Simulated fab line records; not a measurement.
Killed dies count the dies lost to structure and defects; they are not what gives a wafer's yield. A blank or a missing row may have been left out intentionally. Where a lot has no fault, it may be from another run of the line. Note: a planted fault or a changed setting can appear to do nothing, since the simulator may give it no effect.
fab line records    flow n5-finfet
[record] lots = 7  wafers = 39
route steps=1938 shown HKMG_FIN@406 GATE_CUT@466
start-h: the number of hours between the record's first day and the start of the first shown wafer of the lot    wait-h: how many hours have passed since the lot's step before this one    " the same as in the row above    L1.1+2: a row that stands for several wafers    - no value, or no start given    * or withheld: withheld    < > ~ a bound
route shown NAME@n: names a module that has steps shown in the file, with the first one's number in the route    usual: mean/standard deviation of fault-free wafers    same: alike in all rows    chamber/n: place in a boat    sites: each site's reading    _std_site: standard deviation of those values    _edge_site: outer sites' mean less inner sites'    radius-mm: for every site, how far away it sits from the centre of the wafer    mask NAME#n: copy n    behind: the most recent tool/chamber to have shaped the wafer    hold: why the lot went on hold/how many hours it stayed there/how the hold came to an end    device: the n, p or np transistor that did not switch    end of line: the route-end tests of the same wafers    a step without rows: its recipe alone    killed: the dies lost at the first sort to structure and to defects; this is not the yield of the wafer    map: the dies of a wafer, with x for killed, . for not killed, _ for no die there
set.NAME: the setting that was run; set.NAME@STEP: the one run at that earlier step    model.NAME: the simulator's own value behind a step, which no gauge read
lots where settings were altered on purpose, with a table for each step and a row for each wafer
[[steps]]
[step N5_HKMG_FIN_ETCH_58]
[recipe] chemistry = N2/H2  target = SOC  target-depth-a = 2158  ion-energy-ev = 50  bias-w = 13  time-s = 741  pressure-mtorr = 30  source-w = 875  n2-flow-sccm = 200  h2-flow-sccm = 200
[usual] rf-vpp-V = 99.0/0.93
lot.wafer  tool         chamber  start-h  wait-h  set.bias-w  rf-vpp-V
L075.1     rie-diel-06  0        81.07    0.0     13          98.6
L075.2     "            3        "        "       13          99.2
L075.3     "            2        "        "       13          97.8
L076.1     rie-diel-05  1        84.22    0.0     13          100.9
L076.2     "            2        "        "       13          98.4
L076.3     "            0        "        "       13          99.0
L076.4     "            3        "        "       13          99.3
L076.5     "            1        "        "       13          98.7
L076.6     "            2        "        "       13          98.1
L079.1     rie-diel-01  2        104.01   0.0     13          98.9
L079.2     "            3        "        "       13          99.4
L079.3     "            1        "        "       13          99.3
L079.4     "            0        "        "       13          97.3
L079.5     "            3        "        "       13          100.6
L079.6     "            0        "        "       13          98.9
L080.1     rie-diel-01  1        109.36   0.0     13          98.5
L080.2     "            0        "        "       13          98.8
L080.3     "            2        "        "       14.3        105.7
L080.4     "            3        "        "       14.3        106.0
L080.5     "            3        "        "       13          100.2
L080.6     "            0        "        "       14.3        104.5
L082.1     rie-diel-06  0        125.42   0.0     13          98.7
L082.2     "            2        "        "       11.51       93.4
L082.3     "            3        "        "       13          99.5
L082.4     "            1        "        "       11.51       89.2
L082.5     "            1        "        "       13          99.2
L082.6     "            2        "        "       11.51       91.1
L095.1     rie-diel-01  2        198.79   0.0     13          99.7
L095.2     "            1        "        "       11.9        95.5
L095.3     "            0        "        "       11.9        95.3
L095.4     "            1        "        "       11.9        94.4
L095.5     "            2        "        "       13          99.5
L095.6     "            0        "        "       13          100.1
L097.1     rie-diel-01  0        214.00   0.0     13          98.9
L097.2     "            2        "        "       11.98       92.1
L097.3     "            2        "        "       11.98       93.1
L097.4     "            0        "        "       13          99.3
L097.5     "            2        "        "       13          98.9
L097.6     "            0        "        "       11.98       94.0
[step N5_GATE_CUT_ETCH_56]
[recipe] chemistry = Cl2/Ar  target = TiN  target-depth-a = 216  pressure-mtorr = 10  icp-w = 600  bias-w = 60  Cl2_flow_sccm = 40  Ar_flow_sccm = 60
lot.wafer  tool          chamber  start-h  wait-h  set.target-depth-a  model.etch.depth-nm
L075.1     rie-metal-01  0        89.29    0.1     216                 20.94
L075.2     "             1        "        "       216                 20.79
L075.3     "             1        "        "       216                 20.57
L076.1     rie-metal-01  1        91.96    0.1     233.7               22.67
L076.2     "             0        "        "       216                 21.12
L076.3     "             0        "        "       216                 20.92
L076.4     "             1        "        "       216                 21.02
L076.5     "             1        "        "       233.7               22.66
L076.6     "             0        "        "       233.7               22.82
L079.1     rie-metal-01  1        112.05   0.1     216                 20.74
L079.2     "             0        "        "       216                 20.82
L079.3     "             1        "        "       216                 20.66
L079.4     "             0        "        "       216                 20.88
L079.5     "             1        "        "       216                 20.8
L079.6     "             0        "        "       216                 20.93
L080.1     rie-metal-01  1        117.17   0.1     194.1               18.67
L080.2     "             0        "        "       194.1               18.94
L080.3     "             1        "        "       216                 20.61
L080.4     "             0        "        "       194.1               18.89
L080.5     "             0        "        "       216                 20.9
L080.6     "             1        "        "       216                 20.79
L082.1     rie-metal-01  0        133.56   0.1     216                 20.85
L082.2     "             1        "        "       216                 20.89
L082.3     "             0        "        "       216                 20.6
L082.4     "             1        "        "       203.2               19.62
L082.5     "             0        "        "       203.2               19.76
L082.6     "             1        "        "       203.2               19.49
L095.1     rie-metal-02  1        206.68   0.1     206.9               20.94
L095.2     "             0        "        "       206.9               20.69
L095.3     "             1        "        "       216                 21.83
L095.4     "             0        "        "       206.9               20.65
L095.5     "             1        "        "       216                 21.87
L095.6     "             0        "        "       216                 21.69
L097.1     rie-metal-03  1        222.20   0.2     189                 18.61
L097.2     "             1        "        "       189                 18.75
L097.3     "             1        "        "       216                 21.51
L097.4     "             1        "        "       216                 21.32
L097.5     "             1        "        "       216                 21.31
L097.6     "             1        "        "       189                 18.87
[[key]]
[split] step = N5_HKMG_FIN_ETCH_58  setting = bias-w  stated = 13  by = wafer
[response] step = N5_HKMG_FIN_ETCH_58  reading = rf-vpp-V  change = +0.657  per = 1%  r = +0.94
[split] step = N5_GATE_CUT_ETCH_56  setting = target-depth-a  stated = 216  by = wafer
[response] step = N5_GATE_CUT_ETCH_56  reading = model.etch.depth-nm  change = +0.205  per = 1%  r = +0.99
